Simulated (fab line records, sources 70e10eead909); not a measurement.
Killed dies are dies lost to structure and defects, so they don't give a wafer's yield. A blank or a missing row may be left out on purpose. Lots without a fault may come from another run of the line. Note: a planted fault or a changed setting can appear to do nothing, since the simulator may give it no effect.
fab line records	flow nandHarc
record lots=11	wafers=33	lastDay=26
route steps=1159 shown P_GATE@142 END@1159
lots that met no fault: from a run of the same line without faults
startH: hours from the record's opening day to when the first of the lot's shown wafers began	waitH: time in hours since the lot's previous step	" repeats the value in the row above	L1.1+2: one row covering several wafers at once	- no value present, or no start provided	* or withheld: withheld	< > ~ a bound
route shown NAME@n: a module of which the file shows steps, and the number in the route of the first	usual: mean/standard deviation of fault-free wafers	same: alike in all rows	chamber/n: place in a boat	sites: each site's reading	_std_site: their standard deviation	_edge_site: the outer-site mean with the inner-site mean subtracted	radiusMm: how far each site lies from the wafer's centre	mask NAME#n: copy n	behind: tool/chamber where the wafer was last shaped	hold: the reason the lot was held/the length of the hold in hours/how it ended	device: names the non-switching transistor (n, p or np)	end of line: the same wafers' tests at the end of the route	where a step has no rows: the recipe by itself	killed: dies that structure and defects cost at the first sort, which is not the same as the wafer's yield	map: a wafer's dies, x killed, . not, _ none there
set.NAME: the setting as run; set.NAME@STEP: as run at that earlier step	model.NAME: the simulator's own value behind a step, which no gauge read
steps of the route over a sample of lots; a table a step, a row a wafer
services: a tool's chamber out of use, with start hour (startH, from the record's first day; less than 0 if before it), hours out, and reason
## steps
# step NHARC_P_GATE_OVL_MEAS_27
# usual overlayXNm=0.0/0.83	overlayYNm=-0.1/0.74
lot.wafer	tool	chamber	startH	waitH	overlayXNm	overlayYNm
L740.1	overlay-02	-	91.48	-	1.0	1.3
L740.3	"	-	"	"	0.5	0.9
L740.6	"	-	"	"	0.5	1.3
L741.3	overlay-01	-	96.67	-	1.5	-0.9
L741.4	"	-	"	"	1.1	-0.7
L741.5	"	-	"	"	1.3	-0.7
L742.1	overlay-02	-	96.82	-	-0.1	0.9
L742.3	"	-	"	"	-0.5	0.6
L742.6	"	-	"	"	-0.5	0.9
L743.3	overlay-01	-	110.65	-	0.5	0.2
L743.5	"	-	"	"	0.1	-0.3
L743.6	"	-	"	"	0.3	0.2
L745.2	overlay-01	-	118.27	-	0.1	-0.4
L745.3	"	-	"	"	-0.8	-0.5
L745.4	"	-	"	"	-0.5	-0.7
L748.3	overlay-01	-	134.79	-	-0.7	1.0
L748.5	"	-	"	"	-0.5	0.7
L748.6	"	-	"	"	-0.5	0.7
L747.4	overlay-02	-	135.21	-	0.8	-0.9
L747.5	"	-	"	"	0.8	-0.2
L747.6	"	-	"	"	0.4	-0.3
L749.1	overlay-02	-	142.65	-	0.4	1.1
L749.3	"	-	"	"	-0.2	0.1
L749.5	"	-	"	"	0.2	0.8
L757.3	overlay-01	-	187.13	-	-1.3	-0.1
L757.4	"	-	"	"	-1.6	-0.8
L757.5	"	-	"	"	-1.7	-0.5
L758.2	overlay-02	-	205.39	-	0.6	-0.6
L758.3	"	-	"	"	-0.4	-0.6
L758.5	"	-	"	"	-0.2	-0.8
L759.4	overlay-02	-	205.71	-	-1.1	0.8
L759.5	"	-	"	"	-1.2	1.2
L759.6	"	-	"	"	-1.2	1.3
# step NHARC_P_GATE_ETCH_114
# recipe targetDepthA=300	overetchA=30	timeS=16.5	ionEnergyEv=100	cf4FlowSccm=80	o2FlowSccm=20	arFlowSccm=0	rfW=300	biasW=100	chemistry=CF4/O2
# usual cf4FlowSccm=79.98/0.23	chamberPressureMTorr=29.999/0.027	drypumpMotorCurrentA=5.8/0.47	oesProductAu=0.996/0.0085	rfVppV=198.1/1.4	showerheadPlenumPTorr=1.35/0.056	throttleValvePct=13.397/0.0097
lot.wafer	tool	chamber	startH	waitH	cf4FlowSccm	chamberPressureMTorr	drypumpMotorCurrentA	oesProductAu	rfHoursCounterH	rfVppV	showerheadPlenumPTorr	throttleValvePct
L740.3	rieDiel-13	1	-	-	79.78	29.994	5.2	0.994	29	198.3	1.37	13.404
L740.1	"	3	"	"	80.20	29.991	6.2	0.985	30	199.7	1.39	13.397
L740.6	"	1	"	"	79.84	30.017	5.2	1.001	-	197.9	1.37	13.393
L741.3	rieDiel-07	0	-	-	80.39	30.023	6.7	0.993	13	197.1	1.30	13.394
L741.5	"	1	"	"	80.10	30.030	4.7	0.988	-	196.6	1.31	13.399
L741.4	"	3	"	"	79.83	30.052	5.6	1.014	-	199.9	1.44	13.401
L742.3	rieDiel-11	1	-	-	79.80	29.993	5.5	0.990	31	199.5	1.41	13.378
L742.1	"	3	"	"	79.73	29.984	6.6	1.011	30	197.4	1.38	13.388
L742.6	"	0	"	"	80.21	29.998	5.8	0.999	-	199.7	1.37	13.389
L743.3	rieDiel-11	1	-	-	79.96	30.047	5.5	0.992	37	198.9	1.41	13.398
L743.5	"	1	"	"	79.78	30.006	5.5	1.000	-	197.4	1.41	13.399
L743.6	"	2	"	"	79.98	30.013	5.5	0.995	-	197.0	1.25	13.394
L745.2	rieDiel-07	0	-	-	79.81	29.966	6.6	0.989	21	196.5	1.30	13.396
L745.3	"	3	"	"	79.90	29.986	5.6	0.994	20	200.2	1.44	13.415
L745.4	"	0	"	"	79.61	29.994	6.6	0.995	-	197.1	1.30	13.403
L748.3	rieDiel-13	2	-	-	79.81	29.987	6.0	1.002	6	196.6	1.27	13.386
L748.6	"	1	"	"	79.91	30.008	5.2	0.984	-	198.5	1.37	13.393
L748.5	"	2	"	"	80.05	29.954	6.0	1.001	-	195.8	1.28	13.403
L747.4	rieDiel-11	3	-	-	80.07	30.020	6.6	1.004	43	198.8	1.38	13.400
L747.5	"	3	"	"	79.74	29.999	6.6	0.998	-	199.1	1.38	13.400
L747.6	"	0	"	"	79.72	29.917	5.8	1.005	-	198.3	1.36	13.407
L749.1	rieDiel-11	2	-	-	79.91	30.025	5.5	1.000	45	196.1	1.25	13.387
L749.3	"	0	"	"	80.19	30.021	5.8	1.009	47	198.6	1.36	13.403
L749.5	"	2	"	"	79.63	30.036	5.5	0.982	-	196.1	1.25	13.400
L757.3	rieDiel-07	3	-	-	79.93	29.990	5.5	1.010	41	199.2	1.44	13.387
L757.4	"	1	"	"	79.82	30.001	4.7	0.988	39	196.5	1.31	13.387
L757.5	"	0	"	"	79.98	29.984	6.7	0.995	-	197.2	1.30	13.380
L758.3	rieDiel-11	0	-	-	80.21	30.018	5.8	0.995	3	198.6	1.36	13.408
L758.2	"	1	"	"	79.97	30.037	5.5	0.988	2	199.2	1.40	13.395
L758.5	"	0	"	"	80.19	29.960	5.8	0.991	-	196.6	1.36	13.414
L759.4	rieDiel-11	1	-	-	80.48	30.008	5.5	0.978	2	198.6	1.40	13.384
L759.5	"	2	"	"	80.36	30.055	5.5	0.987	-	196.6	1.25	13.394
L759.6	"	3	"	"	80.01	29.978	6.6	1.001	-	199.3	1.38	13.409
# step NHARC_P_GATE_STRIP_108
# recipe o2FlowSccm=500	arFlowSccm=0	biasW=0	chemistry=O2
# usual chamberPressureMTorr=59.99/0.051	drypumpMotorCurrentA=5.8/0.52	oesProductAu=0.996/0.0093	rfVppV=57.7/0.87	showerheadPlenumPTorr=3.57/0.14	throttleValvePct=17.037/0.01
lot.wafer	tool	chamber	startH	waitH	chamberPressureMTorr	drypumpMotorCurrentA	oesProductAu	rfHoursCounterH	rfVppV	showerheadPlenumPTorr	throttleValvePct
L740.3	rieDiel-13	3	92.23	-	59.98	6.2	0.982	30	56.3	3.68	17.049
L740.1	"	0	"	"	59.94	5.6	0.998	31	57.2	3.55	17.051
L740.6	"	1	"	"	59.93	5.2	0.999	-	57.2	3.61	17.020
L741.3	rieDiel-13	1	97.57	-	60.02	5.2	0.996	31	57.8	3.61	17.031
L741.4	"	2	"	"	59.99	6.1	1.012	32	57.3	3.38	17.039
L741.5	"	0	"	"	59.99	5.6	1.011	-	57.7	3.55	17.025
L742.1	rieDiel-07	1	97.75	-	59.97	4.7	0.976	13	57.6	3.47	17.030
L742.3	"	3	"	"	60.02	5.6	0.999	12	59.4	3.80	17.040
L742.6	"	3	"	"	59.92	5.6	0.998	-	57.5	3.80	17.032
L743.3	rieDiel-13	1	111.74	-	60.02	5.2	0.985	2	56.8	3.61	17.041
L743.5	"	3	"	"	59.94	6.2	0.979	-	55.6	3.68	17.052
L743.6	"	0	"	"	59.97	5.6	0.986	-	58.4	3.55	17.023
L745.3	rieDiel-07	0	119.07	-	59.92	6.7	1.005	21	58.0	3.44	17.062
L745.2	"	2	"	"	60.05	6.0	0.992	6	57.7	3.72	17.047
L745.4	"	0	"	"	59.92	6.6	1.002	-	57.9	3.44	17.035
L748.3	rieDiel-07	0	135.60	-	60.00	6.7	0.992	26	57.0	3.44	17.033
L748.5	"	3	"	"	59.95	5.6	1.007	-	57.7	3.79	17.038
L748.6	"	0	"	"	59.98	6.7	0.982	-	58.0	3.44	17.027
L747.4	rieDiel-11	0	136.03	-	60.05	5.8	1.001	44	57.6	3.60	17.033
L747.6	"	1	"	"	59.97	5.5	1.000	-	58.0	3.71	17.030
L747.5	"	2	"	"	59.97	5.5	0.996	-	56.1	3.32	17.039
L749.3	rieDiel-11	1	143.41	-	59.97	5.5	1.000	47	58.1	3.71	17.021
L749.1	"	3	"	"	60.01	6.6	1.003	45	58.4	3.64	17.039
L749.5	"	1	"	"	60.03	5.5	1.002	-	56.3	3.71	17.049
L757.3	rieDiel-13	2	187.96	-	60.02	6.0	1.007	14	56.3	3.37	17.041
L757.4	"	0	"	"	60.01	5.6	1.008	15	56.8	3.55	17.033
L757.5	"	3	"	"	59.94	6.2	0.990	-	57.2	3.67	17.041
L758.3	rieDiel-07	2	206.34	-	59.99	6.0	1.001	35	58.0	3.70	17.008
L758.2	"	0	"	"	59.99	6.7	0.998	53	55.6	3.42	17.041
L758.5	"	1	"	"	59.96	4.8	0.996	-	57.0	3.45	17.036
L759.4	rieDiel-13	0	206.72	-	60.05	5.6	0.984	19	58.1	3.54	17.047
L759.5	"	3	"	"	60.01	6.2	0.980	-	58.4	3.67	17.048
L759.6	"	0	"	"	59.99	5.6	0.999	-	57.8	3.54	17.034
# step NHARC_P_GATE_EXPOSE_56
# recipe na=0.6	targetCdNm=720	doseMj=14.81	maskId=P_PSD
# same na=0.6
lot.wafer	tool	chamber	startH	waitH	mask
L740.1+3+6	krfScanner-02	0	105.20	-	P_PSD#0
L741.3+4+5	krfScanner-01	0	110.71	-	P_PSD#0
L742.1+3+6	krfScanner-04	0	111.90	-	P_PSD#0
L743.3+5+6	krfScanner-01	0	126.46	-	P_PSD#0
L745.2+3+4	krfScanner-04	0	133.00	-	P_PSD#0
L748.3+5+6	krfScanner-01	0	149.24	-	P_PSD#0
L747.4+5+6	krfScanner-01	0	151.90	-	P_PSD#0
L749.1+3+5	krfScanner-01	0	156.77	-	P_NSD#0
L757.3+4+5	krfScanner-01	0	201.33	-	P_PSD#0
L758.2+3+5	krfScanner-02	0	219.32	-	P_PSD#0
L759.4+5+6	krfScanner-02	0	219.56	-	P_PSD#0
# step NHARC_P_GATE_CD_MEAS_59
# recipe targetCdNm=720	landingEnergyEv=500
# usual cdNm=720.0/2.1
lot.wafer	tool	chamber	startH	waitH	cdNm
L740.1	cdSem-02	0	105.35	-	725.2
L740.3	"	0	"	"	721.9
L740.6	"	0	"	"	718.1
L741.3	cdSem-01	0	110.86	-	720.7
L741.4	"	0	"	"	721.1
L741.5	"	0	"	"	720.0
L742.1	cdSem-01	0	112.05	-	720.3
L742.3	"	0	"	"	719.5
L742.6	"	0	"	"	717.6
L743.3	cdSem-03	0	126.61	-	720.3
L743.5	"	0	"	"	721.0
L743.6	"	0	"	"	722.8
L745.2	cdSem-03	0	133.16	-	719.0
L745.3	"	0	"	"	716.4
L745.4	"	0	"	"	720.3
L748.3	cdSem-03	0	149.40	-	720.2
L748.5	"	0	"	"	718.3
L748.6	"	0	"	"	719.6
L747.4	cdSem-01	0	152.05	-	722.5
L747.5	"	0	"	"	717.8
L747.6	"	0	"	"	719.8
L749.1	cdSem-03	0	156.93	-	-
L749.3	"	0	"	"	-
L749.5	"	0	"	"	-
L757.3	cdSem-03	0	201.48	-	717.1
L757.4	"	0	"	"	719.4
L757.5	"	0	"	"	717.0
L758.2	cdSem-03	0	219.47	-	723.6
L758.3	"	0	"	"	723.3
L758.5	"	0	"	"	718.8
L759.4	cdSem-03	0	219.71	-	718.7
L759.5	"	0	"	"	717.9
L759.6	"	0	"	"	720.1
# step NHARC_END_SORT_01
# recipe tempC=25
# usual killedAtArray=27/12	killedAtOther=0.9/1.1	killedAtPeriphery=3.2/2.4	killedDies=31/12	killedOpen=3.3/1.7	killedShort=2.0/1.6
# same grossDies=677
lot.wafer	tool	chamber	startH	waitH	killedAtArray	killedAtOther	killedAtPeriphery	killedDies	killedOpen	killedShort
L749.1	prober-01	0	571.41	2.5	19	1	657	677	2	1
L749.3	prober-01	0	572.98	3.1	22	1	654	677	6	1
L749.5	prober-01	0	574.55	3.6	23	2	652	677	2	5
# killed by level:class
L749.1 P_GATE:areaExpose=653 A_CHANNEL_HOLE_D1:chamberFilmFlake=12 P_STI:chamberFilmFlake=2 A_STAIRCASE:chamberFilmFlake=2 P_M0:geometricParticle:open=1 A_SLIT:geometricParticle:open=1 A_CONTACT:geometricParticle:short=1 P_ZERO_WELL:chamberFilmFlake=1
L749.3 P_GATE:areaExpose=648 A_CHANNEL_HOLE_D1:chamberFilmFlake=16 P_CONTACT:geometricParticle:open=2 P_M0:geometricParticle:open=2 P_STI:chamberFilmFlake=2 A_ZERO_WELL:chamberFilmFlake=2 A_CONTACT:chamberFilmFlake=2 A_CHANNEL_FILL_D1:geometricParticle:short=1
L749.5 P_GATE:areaExpose=649 A_CHANNEL_HOLE_D1:chamberFilmFlake=16 A_CONTACT:chamberFilmFlake=2 THIN_TSV:chamberFilmFlake=2 P_CONTACT:geometricParticle:open=1 P_M0:geometricParticle:short=1 A_SOURCE_PLATE:geometricParticle:short=1 A_ONON_D1:geometricParticle:short=1
## services
tool	chamber	startH	hours	kind
rieDiel-11	0	71.91	-	clean
rieDiel-11	1	71.91	-	clean
rieDiel-11	2	71.91	-	clean
rieDiel-11	3	71.91	-	clean
rieDiel-07	2	80.06	34.2	repair
krfScanner-04	-	80.67	1.2	repair
krfScanner-01	-	84.00	4.0	pm
rieDiel-11	0	96.41	-	clean
rieDiel-13	-	99.00	9.0	pm
rieDiel-07	1	102.82	16.8	repair
krfScanner-02	-	113.39	0.5	repair
krfScanner-04	-	115.73	0.4	repair
krfScanner-01	-	122.99	0.6	repair
krfScanner-04	-	126.00	4.0	pm
krfScanner-02	-	147.04	2.5	repair
krfScanner-02	-	153.90	3.5	repair
rieDiel-11	3	174.31	11.6	repair
krfScanner-02	-	177.75	0.4	repair
krfScanner-01	-	178.76	0.5	repair
rieDiel-11	1	181.20	9.2	repair
rieDiel-11	-	189.54	9.0	pm
rieDiel-07	3	199.25	7.7	repair
krfScanner-02	-	210.00	4.0	pm
krfScanner-01	-	210.46	20.1	repair
## key
firstSign step=NHARC_P_GATE_EXPOSE_56	reading=mask	direction=changed
effect step=NHARC_P_GATE_CD_MEAS_59	reading=cdNm	direction=missing
effect step=NHARC_END_SORT_01	reading=killedAtPeriphery	direction=up	sigmas=99+	usual=3.2	struck=654.3
moreKillsBornAt NHARC_P_GATE_EXPOSE_56@krfScanner-01=1950
metAt NHARC_P_GATE_EXPOSE_56
struckLots L749
laterRowsLeftOut L749.1,L749.3,L749.5
testerLeftOut L749
notActingAt NHARC_P_GATE_OVL_MEAS_27,NHARC_P_GATE_ETCH_114,NHARC_P_GATE_STRIP_108
onsetBetween 151.90 156.77
fault kind=wrongMask	tool=any	chamber=-	onsetH=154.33	steps=NHARC_P_GATE_EXPOSE_56	auxCopy=P_NSD#0	scope=struckLotsOnly
# testerLeftOut: of these lots the tester's yield and bins aren't shown, on N5 and GAA mostly nor the transistor test; their killed dies are dies lost to structure and defects alone, not to doping, threshold or leakage, so they don't give the yield
# laterRowsLeftOut: the simulator's readings of these wafers behind a module that went badly wrong aren't trusted and aren't shown, but for the sort
